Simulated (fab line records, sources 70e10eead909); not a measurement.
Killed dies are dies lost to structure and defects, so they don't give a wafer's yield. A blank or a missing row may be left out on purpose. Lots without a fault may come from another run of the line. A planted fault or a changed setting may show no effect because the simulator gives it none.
Which tool did it? | flow nand_harc | 12 lots, 36 wafers sampled, at 6 steps of a route of 1302

WHAT THE GAUGES READ, wafer by wafer
NHARC_A_BONDPAD_INSPECT_23.
lot  | measured     | on                | raw_defect_count
L675 | day 23 19:55 | defect_inspect-02 | 425 777 582
L678 | day 24 07:49 | defect_inspect-02 | 777 659 714
L676 | day 24 08:25 | defect_inspect-02 | 728 426 539
L679 | day 26 00:19 | defect_inspect-01 | 435 453 571
L680 | day 26 01:56 | defect_inspect-01 | 501 513 772
L682 | day 26 09:43 | defect_inspect-01 | 536 1027 578
L681 | day 26 11:03 | defect_inspect-01 | 655 746 579
L683 | day 28 00:16 | defect_inspect-01 | 783 519 491
L686 | day 28 04:15 | defect_inspect-02 | 1170 711 856
L696 | day 32 03:47 | defect_inspect-02 | 436 513 402
L695 | day 32 05:41 | defect_inspect-01 | 602 382 354
L697 | day 32 08:58 | defect_inspect-01 | 675 835 1218

NHARC_END_SORT_01.
lot  | measured     | on        | defect_limited_yield (%) | killed_at_array | killed_at_other | killed_at_periphery | killed_dies | killed_open | killed_short | sort_bin_2_pct (%) | sort_bin_3_pct (%) | sort_bin_4_pct (%) | sort_n_pass | sort_rim_yield_pct (%) | sort_yield_pct (%)
L686 | day 29 12:20 | prober-02 | 48.6 90.7 88.0           | 346 59 75       | 0 2 3           | 2 2 3               | 348 63 81   | 4 3 4       | 2 2 1        | 18.5 3.2 4.0       | 4.4 1.2 0.9        | 28.5 4.9 7.1       | 329 614 596 | 40 87 84               | 48.6 90.7 88.0

WHICH TOOL RAN EACH LOT (tool, then ch and the chambers of the sampled wafers, then the start)
lot  | NHARC_A_BONDPAD_CMP_29        | NHARC_A_BONDPAD_PVD_27                  | NHARC_A_BONDPAD_ANNEAL_28        | NHARC_A_BONDPAD_CMP_19
L675 | cmp-03 ch 0,1,3, day 23 16:17 | pvd_sputter-03, day 23 19:02 or earlier | rtp_anneal-01 ch 0, day 23 19:02 | cmp-01 ch 1,2,3, day 23 19:22
L678 | cmp-01 ch 1,2,3, day 24 04:21 | pvd_sputter-01, day 24 06:58 or earlier | rtp_anneal-01 ch 0, day 24 06:58 | cmp-04 ch 0,3, day 24 07:17
L676 | cmp-04 ch 0,3, day 24 04:49   | pvd_sputter-03, day 24 07:31 or earlier | rtp_anneal-02 ch 0, day 24 07:31 | cmp-01 ch 1,2,3, day 24 07:55
L679 | cmp-04 ch 0,3, day 25 20:48   | pvd_sputter-01, day 25 23:31 or earlier | rtp_anneal-01 ch 0, day 25 23:31 | cmp-04 ch 1,2,3, day 25 23:49
L680 | cmp-01 ch 1,3, day 25 22:29   | pvd_sputter-03, day 26 01:04 or earlier | rtp_anneal-01 ch 0, day 26 01:04 | cmp-01 ch 0,2, day 26 01:26
L682 | cmp-04 ch 0,2, day 26 06:11   | pvd_sputter-01, day 26 08:45 or earlier | rtp_anneal-01 ch 0, day 26 08:45 | cmp-01 ch 0,2,3, day 26 09:11
L681 | cmp-01 ch 0,3, day 26 07:29   | pvd_sputter-03, day 26 10:16 or earlier | rtp_anneal-01 ch 0, day 26 10:16 | cmp-01 ch 0,3, day 26 10:31
L683 | cmp-01 ch 1,2,3, day 27 20:38 | pvd_sputter-01, day 27 23:23 or earlier | rtp_anneal-01 ch 0, day 27 23:23 | cmp-01 ch 0,1, day 27 23:44
L686 | cmp-01 ch 0,1,2, day 28 00:44 | pvd_sputter-03, day 28 03:25 or earlier | rtp_anneal-02 ch 0, day 28 03:25 | cmp-01 ch 0,1,2, day 28 03:42
L696 | cmp-03 ch 1,3, day 32 00:09   | pvd_sputter-01, day 32 02:58 or earlier | rtp_anneal-01 ch 0, day 32 02:58 | cmp-04 ch 0,1,2, day 32 03:17
L695 | cmp-01 ch 0,2,3, day 32 01:51 | pvd_sputter-01, day 32 04:42 or earlier | rtp_anneal-01 ch 0, day 32 04:42 | cmp-03 ch 1,2, day 32 05:11
L697 | cmp-04 ch 0,1, day 32 05:21   | pvd_sputter-01, day 32 08:08 or earlier | rtp_anneal-01 ch 0, day 32 08:08 | cmp-01 ch 0,2, day 32 08:26
- NHARC_A_BONDPAD_CMP_29: polishes SiCN, target thk 200 nm.
- NHARC_A_BONDPAD_PVD_27: deposits Cu, target thk 30 nm, time 20.49 s.
- NHARC_A_BONDPAD_ANNEAL_28: time 90 s.
- NHARC_A_BONDPAD_CMP_19: polishes, t overpolish 30 s, cu recess touch 16 s, target thk 169.82 nm.

WHAT THE TOOLS THEMSELVES READ (means of the sampled wafers that have a number; where no wafer has one, the mark that the record gives instead)
NHARC_A_BONDPAD_CMP_29.
lot  | tool   | motor_current_A (A)
L675 | cmp-03 | 13.6
L678 | cmp-01 | 12.8
L676 | cmp-04 | 13.1
L679 | cmp-04 | 12.8
L680 | cmp-01 | 13.2
L682 | cmp-04 | 12.7
L681 | cmp-01 | 12.3
L683 | cmp-01 | 12.6
L686 | cmp-01 | 12.7
L696 | cmp-03 | 13.4
L695 | cmp-01 | 12.8
L697 | cmp-04 | 12.0

NHARC_A_BONDPAD_PVD_27.
lot  | tool           | throttle_valve_pct (%)
L675 | pvd_sputter-03 | 30.4
L678 | pvd_sputter-01 | 30.1
L676 | pvd_sputter-03 | 30.1
L679 | pvd_sputter-01 | 30.9
L680 | pvd_sputter-03 | 29.4
L682 | pvd_sputter-01 | 30.3
L681 | pvd_sputter-03 | 30.9
L683 | pvd_sputter-01 | 30.1
L686 | pvd_sputter-03 | 31.1
L696 | pvd_sputter-01 | 30.8
L695 | pvd_sputter-01 | 29.7
L697 | pvd_sputter-01 | 30.7

NHARC_A_BONDPAD_ANNEAL_28.
lot  | tool          | wafer_temp_C_max
L675 | rtp_anneal-01 | 225.48
L678 | rtp_anneal-01 | 225.69
L676 | rtp_anneal-02 | 225.77
L679 | rtp_anneal-01 | 225.50
L680 | rtp_anneal-01 | 225.62
L682 | rtp_anneal-01 | 225.76
L681 | rtp_anneal-01 | 225.76
L683 | rtp_anneal-01 | 225.53
L686 | rtp_anneal-02 | 226.06
L696 | rtp_anneal-01 | 225.78
L695 | rtp_anneal-01 | 225.65
L697 | rtp_anneal-01 | 225.44

NHARC_A_BONDPAD_CMP_19.
lot  | tool   | motor_current_A (A) | overpolish_run_s (s)
L675 | cmp-01 | 12.6                | 30.004
L678 | cmp-04 | 12.8                | 29.997
L676 | cmp-01 | 12.8                | 29.996
L679 | cmp-04 | 12.2                | 30.008
L680 | cmp-01 | 12.5                | 30.001
L682 | cmp-01 | 12.3                | 30.009
L681 | cmp-01 | 12.9                | 30.000
L683 | cmp-01 | 13.4                | 29.993
L686 | cmp-01 | 12.4                | 30.002
L696 | cmp-04 | 12.1                | 29.999
L695 | cmp-03 | 11.9                | 29.990
L697 | cmp-01 | 12.8                | 29.999

THE ANSWER, worked out from the rows above alone
Rule: what is usual is taken from the lots themselves. Put in order of their means at a reading, lots are off if they are a third of the lots or fewer, leave a main group of 4 or more, and stand apart from it by a gap of 3 or more times the standard deviation of the main group's means; of several such gaps the widest counts. A main group whose means are all the same, to the digits that the tables above print for the reading, isn't used. A lot without any number at a reading at which 4 lots or more have one is off too. The other lots that the step has rows for count as sound. The gauges are gone through in route order, then the tools' own readings, and for those a lot's mean is taken as printed above. The first step at which some lot is off is used, and at that step the reading that is off furthest; a lot without a number counts as furthest.
No lot is off at any reading shown: from this, nothing can be told.

WHAT THE SIMULATOR HAD PUT IN
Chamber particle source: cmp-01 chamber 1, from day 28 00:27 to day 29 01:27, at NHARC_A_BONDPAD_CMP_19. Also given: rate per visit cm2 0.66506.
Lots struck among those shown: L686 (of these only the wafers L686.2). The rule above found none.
